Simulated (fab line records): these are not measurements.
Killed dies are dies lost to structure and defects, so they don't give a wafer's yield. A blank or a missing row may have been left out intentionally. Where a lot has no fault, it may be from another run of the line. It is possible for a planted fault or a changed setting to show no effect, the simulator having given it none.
fab line records    flow nand-harc
record: lots: 12  wafers: 36  last-day: 33
route steps=1302 shown P_STI@92 P_GATE@167 END@1302
lots with no fault: from the same line, run without faults
start-h: start of the lot's first displayed wafer, in hours after the record's first day    wait-h: hours since the lot's step before    " same as the row above    L1.1+2: a row that stands for several wafers    - value missing, or start not given    * or withheld: withheld    < > ~ a bound
route shown NAME@n: NAME is a module with steps in the file, n the number in the route of the first one    usual: mean/standard deviation taken from wafers without a fault    same: alike in all rows    chamber/n: place in a boat    sites: the reading at each site    _std_site: the standard deviation of these    _edge_site: the outer-site mean with the inner-site mean subtracted    radius-mm: how far each site lies from the wafer's centre    mask NAME#n: copy n    behind: the tool/chamber that last shaped the wafer    hold: the reason the lot was held/the length of the hold in hours/how it ended    device: the transistor (n, p or np) that didn't switch    end of line: at the end of the route, the tests of the same wafers    a step given without rows: its recipe and nothing more    killed: dies lost to structure and defects at the first sort, not the wafer's yield    map: a wafer's dies, marking killed ones x, the rest . and places with no die _
set.NAME: setting as actually run; set.NAME@STEP: the setting as run at that earlier step    model.NAME: the simulator's own value behind a step, which no gauge read
one table for each step of the route and one row for each wafer, over a sample of lots
services: when a tool's chamber went out of use (start-h, in hours from the record's first day, below 0 if earlier), for how many hours, and the reason
== steps ==
step: NHARC_P_STI_OCD_MEAS_17
usual: trench-depth-nm: 299/3.4  trench-foot-cd-nm: 158.0/2.1
lot.wafer  tool    chamber  start-h  wait-h  trench-depth-nm  trench-foot-cd-nm
L161.2     ocd-01  -        46.47    0.1     296              161.8
L161.3     "       -        "        "       294              159.8
L161.6     "       -        "        "       295              163.2
L162.4     ocd-01  -        56.94    0.1     303              158.4
L162.5     "       -        "        "       305              156.1
L162.6     "       -        "        "       300              157.2
L163.2     ocd-01  -        65.47    0.1     305              158.8
L163.3     "       -        "        "       305              155.9
L163.6     "       -        "        "       307              157.9
L164.2     ocd-02  -        74.29    0.1     299              158.0
L164.4     "       -        "        "       301              156.5
L164.5     "       -        "        "       300              156.6
L165.1     ocd-02  -        86.48    0.1     302              161.1
L165.3     "       -        "        "       302              161.3
L165.6     "       -        "        "       298              160.6
L166.1     ocd-02  -        94.95    0.1     306              154.8
L166.4     "       -        "        "       300              157.7
L166.5     "       -        "        "       304              158.0
L168.2     ocd-02  -        115.89   0.1     301              160.7
L168.3     "       -        "        "       303              159.0
L168.4     "       -        "        "       304              157.2
L170.3     ocd-02  -        134.81   0.1     294              154.5
L170.5     "       -        "        "       294              158.3
L170.6     "       -        "        "       293              155.2
L180.1     ocd-02  -        234.80   0.1     298              162.1
L180.2     "       -        "        "       300              157.9
L180.4     "       -        "        "       296              159.6
L181.1     ocd-02  -        244.00   0.1     302              156.3
L181.2     "       -        "        "       301              155.0
L181.3     "       -        "        "       299              156.8
L182.1     ocd-01  -        254.17   0.1     300              158.6
L182.3     "       -        "        "       303              156.9
L182.4     "       -        "        "       299              157.2
L183.2     ocd-02  -        266.18   0.1     299              156.9
L183.4     "       -        "        "       296              160.1
L183.6     "       -        "        "       293              159.9
step: NHARC_P_STI_CMP_21
recipe: t-overpolish-s: 20  target-thk-nm: 380.67
usual: motor-current-A: 12.3/0.81  overpolish-run-s: 20.000/0.0092  pad-life-wafers: 188/110  slurry-filter-dp-kPa: 13.52/0.14  slurry-flow-ml-min: 150.0/0.48
lot.wafer  tool    chamber  start-h  wait-h  motor-current-A  overpolish-run-s  pad-life-wafers  slurry-filter-dp-kPa  slurry-flow-ml-min
L161.2     cmp-02  3        63.93    0.4     14.2             20.006            84               13.58                 150.4
L161.3     "       1        "        "       11.8             19.996            86               13.59                 151.0
L161.6     "       3        "        "       13.6             19.998            -                13.63                 149.8
L162.4     cmp-02  1        73.99    0.4     11.8             20.000            123              13.42                 150.6
L162.5     "       2        "        "       11.6             20.018            -                13.37                 150.5
L162.6     "       3        "        "       13.5             20.001            -                13.68                 150.3
L163.2     cmp-04  3        83.24    0.4     12.6             20.003            276              13.61                 149.7
L163.3     "       2        "        "       12.0             20.001            279              13.41                 149.5
L163.6     "       3        "        "       11.9             19.995            -                13.44                 149.9
L164.4     cmp-04  1        94.43    0.4     13.3             20.001            312              13.71                 150.3
L164.2     "       2        "        "       12.6             20.005            313              13.68                 150.2
L164.5     "       2        "        "       12.1             20.016            -                13.43                 149.8
L165.1     cmp-02  1        106.81   0.4     12.1             20.006            210              13.43                 150.1
L165.3     "       2        "        "       12.4             19.996            211              13.53                 149.7
L165.6     "       2        "        "       11.6             20.018            -                13.45                 149.5
L166.1     cmp-02  3        114.27   0.4     13.7             19.999            240              13.49                 149.8
L166.4     "       1        "        "       12.4             19.992            242              13.54                 148.9
L166.5     "       3        "        "       12.8             20.019            -                13.34                 149.9
L168.4     cmp-02  0        139.04   0.4     12.0             20.000            0                13.30                 150.2
L168.3     "       1        "        "       12.8             19.992            1                13.65                 150.3
L168.2     "       3        "        "       13.2             19.999            3                13.62                 150.3
L170.3     cmp-04  0        155.10   0.4     13.4             20.001            168              13.59                 150.1
L170.5     "       0        "        "       12.8             20.005            -                13.56                 149.4
L170.6     "       1        "        "       13.3             20.008            -                13.58                 149.3
L180.4     cmp-03  3        254.36   0.4     11.5             20.000            438              13.54                 150.2
L180.1     "       0        "        "       13.1             20.001            439              13.35                 150.6
L180.2     "       2        "        "       10.4             19.988            441              13.59                 150.5
L181.2     cmp-02  1        263.62   0.4     12.4             20.016            96               13.73                 150.5
L181.3     "       3        "        "       13.0             20.000            98               13.33                 150.8
L181.1     "       0        "        "       12.4             19.990            99               13.53                 149.7
L182.3     cmp-02  2        273.72   0.4     11.5             19.976            132              13.57                 150.3
L182.1     "       3        "        "       13.3             20.007            133              13.52                 150.2
L182.4     "       0        "        "       12.2             19.997            134              13.68                 150.3
L183.2     cmp-04  0        285.56   0.4     12.4             19.994            301              13.56                 149.3
L183.4     "       1        "        "       13.2             19.998            302              13.55                 149.8
L183.6     "       0        "        "       13.2             19.996            -                13.51                 150.6
step: NHARC_P_GATE_EXPOSE_43
recipe: na: 0.6  target-cd-nm: 720  dose-mj: 14.81  mask-id: P_NSD
lot.wafer   tool            chamber  start-h  wait-h  mask
L161.2+3+6  krf-scanner-02  0        106.57   -       P_NSD#0
L162.4+5+6  krf-scanner-03  0        119.76   -       P_NSD#0
L163.2+3+6  krf-scanner-02  0        126.75   -       P_NSD#0
L164.2+4+5  krf-scanner-03  0        140.71   -       P_NSD#0
L165.1+3+6  krf-scanner-02  0        152.35   -       P_NSD#0
L166.1+4+5  krf-scanner-01  0        159.74   -       P_NSD#0
L168.2+3+4  krf-scanner-03  0        185.91   -       P_NSD#0
L170.3+5+6  krf-scanner-02  0        204.07   -       P_PSD#0
L180.1+2+4  krf-scanner-02  0        305.80   -       P_NSD#0
L181.1+2+3  krf-scanner-03  0        306.64   -       P_NSD#0
L182.1+3+4  krf-scanner-02  0        320.55   -       P_NSD#0
L183.2+4+6  krf-scanner-02  0        338.61   -       P_NSD#0
step: NHARC_P_GATE_CD_MEAS_46
recipe: target-cd-nm: 720  landing-energy-ev: 500
usual: cd-nm: 720.5/1.2
lot.wafer  tool       chamber  start-h  wait-h  cd-nm
L161.2     cd-sem-02  0        106.72   -       721.5
L161.3     "          0        "        "       718.8
L161.6     "          0        "        "       720.4
L162.4     cd-sem-01  0        119.90   -       720.9
L162.5     "          0        "        "       720.2
L162.6     "          0        "        "       720.7
L163.2     cd-sem-03  0        126.91   -       720.2
L163.3     "          0        "        "       718.1
L163.6     "          0        "        "       718.8
L164.2     cd-sem-03  0        140.87   -       720.2
L164.4     "          0        "        "       719.4
L164.5     "          0        "        "       722.3
L165.1     cd-sem-03  0        152.51   -       721.7
L165.3     "          0        "        "       721.7
L165.6     "          0        "        "       721.1
L166.1     cd-sem-03  0        159.89   -       720.2
L166.4     "          0        "        "       721.1
L166.5     "          0        "        "       719.4
L168.2     cd-sem-01  0        186.07   -       719.9
L168.3     "          0        "        "       719.4
L168.4     "          0        "        "       720.1
L170.3     cd-sem-02  0        204.22   -       -
L170.5     "          0        "        "       -
L170.6     "          0        "        "       -
L180.1     cd-sem-03  0        305.96   -       720.4
L180.2     "          0        "        "       719.1
L180.4     "          0        "        "       720.5
L181.1     cd-sem-03  0        306.79   -       721.8
L181.2     "          0        "        "       720.4
L181.3     "          0        "        "       720.4
L182.1     cd-sem-01  0        320.70   -       719.1
L182.3     "          0        "        "       720.4
L182.4     "          0        "        "       720.3
L183.2     cd-sem-02  0        338.77   -       719.5
L183.4     "          0        "        "       718.2
L183.6     "          0        "        "       719.1
step: NHARC_P_GATE_DESCUM_61
recipe: time-s: 3  o2-flow-sccm: 200  ar-flow-sccm: 0  bias-power-w: 0  chemistry: O2
usual: drypump-motor-current-A: 5.4/0.33  oes-product-au: 1.001/0.0075  rf-vpp-V: 57.8/0.88  showerhead-plenum-p-Torr: 1.92/0.078  throttle-valve-pct: 11.311/0.0089
lot.wafer  tool         chamber  start-h  wait-h  drypump-motor-current-A  oes-product-au  rf-hours-counter-h  rf-vpp-V  showerhead-plenum-p-Torr  throttle-valve-pct
L161.2     rie-diel-09  3        108.76   -       5.8                      0.999           6                   57.7      1.81                      11.327
L161.3     "            1        "        "       4.8                      0.997           6                   58.1      1.96                      11.310
L161.6     "            3        "        "       5.8                      0.999           -                   56.6      1.81                      11.309
L162.4     rie-diel-06  3        121.89   -       5.6                      0.996           -                   58.5      2.01                      11.320
L162.6     "            1        "        "       5.0                      0.998           -                   58.1      1.82                      11.281
L162.5     "            2        "        "       5.6                      0.997           -                   58.9      1.89                      11.301
L163.3     rie-diel-06  1        128.83   -       5.0                      0.998           14                  56.2      1.82                      11.310
L163.2     "            2        "        "       5.6                      0.994           13                  57.2      1.89                      11.303
L163.6     "            1        "        "       5.0                      1.004           -                   55.5      1.82                      11.331
L164.4     rie-diel-06  0        142.81   -       5.3                      0.990           0                   58.2      1.96                      11.327
L164.2     "            1        "        "       5.0                      0.988           0                   58.7      1.82                      11.316
L164.5     "            3        "        "       5.6                      0.995           -                   58.2      2.01                      11.320
L165.3     rie-diel-07  2        154.98   -       5.2                      1.022           1                   57.0      1.79                      11.321
L165.1     "            0        "        "       5.9                      0.998           2                   58.8      1.99                      11.318
L165.6     "            3        "        "       5.8                      1.012           -                   57.6      1.93                      11.313
L166.1     rie-diel-09  3        161.83   -       5.7                      1.002           0                   58.8      1.81                      11.315
L166.4     "            1        "        "       4.8                      1.003           0                   56.9      1.96                      11.319
L166.5     "            3        "        "       5.8                      0.997           -                   58.2      1.81                      11.300
L168.4     rie-diel-07  1        188.00   -       5.7                      0.995           4                   59.3      1.99                      11.310
L168.3     "            2        "        "       5.1                      1.002           3                   57.8      1.79                      11.316
L168.2     "            3        "        "       5.8                      0.999           3                   57.6      1.93                      11.309
L170.3     rie-diel-09  3        206.05   -       5.7                      0.999           1                   56.9      1.81                      11.308
L170.6     "            0        "        "       5.6                      0.996           -                   58.6      2.00                      11.304
L170.5     "            1        "        "       4.7                      1.005           -                   57.8      1.96                      11.307
L180.4     rie-diel-07  2        307.75   -       5.2                      1.003           1                   56.6      1.78                      11.292
L180.2     "            3        "        "       5.8                      0.995           1                   57.0      1.93                      11.325
L180.1     "            1        "        "       5.7                      0.991           1                   56.8      1.99                      11.318
L181.3     rie-diel-09  3        308.73   -       5.7                      1.004           5                   57.0      1.80                      11.311
L181.2     "            0        "        "       5.5                      1.013           5                   57.7      2.00                      11.313
L181.1     "            1        "        "       4.8                      1.015           5                   57.2      1.96                      11.310
L182.3     rie-diel-07  3        322.62   -       5.8                      0.993           1                   58.8      1.93                      11.317
L182.4     "            0        "        "       5.9                      1.008           2                   57.0      1.98                      11.304
L182.1     "            1        "        "       5.7                      1.012           2                   59.0      1.99                      11.315
L183.2     rie-diel-09  1        340.68   -       4.8                      1.002           2                   57.8      1.96                      11.329
L183.4     "            2        "        "       5.3                      1.001           1                   58.5      1.90                      11.290
L183.6     "            1        "        "       4.8                      1.003           -                   59.1      1.96                      11.313
step: NHARC_END_SORT_01
recipe: temp-c: 25
usual: killed-at-array: 55/17  killed-at-other: 1.1/1.4  killed-at-periphery: 3.9/3  killed-dies: 59/17  killed-open: 3.5/2  killed-short: 2.6/1.6
same: gross-dies: 677
lot.wafer  tool       chamber  start-h  wait-h  killed-at-array  killed-at-other  killed-at-periphery  killed-dies  killed-open  killed-short
L170.3     prober-02  0        658.07   3.1     60               0                617                  677          3            4
L170.5     prober-02  0        659.67   3.7     50               3                624                  677          1            4
L170.6     prober-02  0        660.47   4.0     49               1                627                  677          0            6
killed by level:class
L170.3 P_GATE:area-expose=614 A_SLIT:chamber-film-flake=31 A_CHANNEL_HOLE_D2:chamber-film-flake=10 A_CHANNEL_HOLE_D1:chamber-film-flake=5 A_WL_FILL:chamber-film-flake=3 A_CONTACT:chamber-film-flake=3 A_M0:geometric-particle:short=2 P_BONDPAD:chamber-film-flake=2
L170.5 P_GATE:area-expose=621 A_SLIT:chamber-film-flake=25 A_CHANNEL_HOLE_D2:chamber-film-flake=11 A_CHANNEL_HOLE_D1:chamber-film-flake=5 THIN_TSV:chamber-film-flake=3 A_ZERO_WELL:chamber-film-flake=2 A_DECK1_JOINT:chamber-film-flake=2 P_GATE:geometric-particle:short=1
L170.6 P_GATE:area-expose=625 A_SLIT:chamber-film-flake=25 A_CHANNEL_HOLE_D2:chamber-film-flake=10 A_CHANNEL_HOLE_D1:chamber-film-flake=5 A_ONON_D2:geometric-particle:short=2 A_CONTACT:chamber-film-flake=2 P_M1:geometric-particle:short=1 A_SLIT:geometric-particle:short=1
== services ==
tool            chamber  start-h  hours  kind
krf-scanner-03  -        53.10    4.0    pm
cmp-04          -        57.09    0.4    repair
rie-diel-07     -        61.44    0.2    repair
krf-scanner-02  -        65.03    1.4    repair
rie-diel-09     -        75.05    9.0    repair
krf-scanner-02  -        94.00    4.0    pm
krf-scanner-02  -        111.42   0.8    repair
cmp-02          -        118.33   0.4    repair
cmp-02          -        129.79   0.8    repair
cmp-02          -        134.55   4.0    pm
rie-diel-09     -        143.10   9.0    pm
rie-diel-09     0        163.07   6.6    repair
cmp-02          -        206.06   2.1    repair
krf-scanner-02  -        226.32   0.6    repair
cmp-02          -        232.55   4.0    pm
rie-diel-09     1        240.36   4.9    repair
rie-diel-09     2        243.48   5.8    repair
krf-scanner-02  -        266.00   4.0    pm
rie-diel-09     -        270.74   13.2   repair
krf-scanner-02  -        299.78   0.9    repair
rie-diel-09     1        318.38   2.7    repair
rie-diel-09     -        320.10   9.0    pm
cmp-02          -        330.55   4.0    pm
rie-diel-09     2        331.54   8.0    repair
== key ==
first-sign: step: NHARC_P_GATE_EXPOSE_43  reading: mask  direction: changed
effect: step: NHARC_P_GATE_CD_MEAS_46  reading: cd-nm  direction: missing
effect: step: NHARC_END_SORT_01  reading: killed-at-periphery  direction: up  sigmas: 99+  usual: 3.9  struck: 622.7
more-kills-born-at: NHARC_P_GATE_EXPOSE_43@krf-scanner-02: 1860
met-at NHARC_P_GATE_EXPOSE_43
struck-lots L170
later-rows-left-out L170.3,L170.5,L170.6
tester-left-out L170
not-acting-at NHARC_P_STI_OCD_MEAS_17,NHARC_P_STI_CMP_21,NHARC_P_GATE_DESCUM_61
onset-between 152.35 204.07
fault: kind: wrong-mask  tool: any  chamber: -  onset-h: 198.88  steps: NHARC_P_GATE_EXPOSE_43  aux-copy: P_PSD#0  scope: struck-lots-only
tester-left-out: of these lots the tester's yield and bins aren't shown, on N5 and GAA mostly nor the transistor test; their killed dies are dies lost to structure and defects alone, not to doping, threshold or leakage, so they don't give the yield
later-rows-left-out: the simulator's readings of these wafers behind a module that went badly wrong aren't trusted and aren't shown, but for the sort
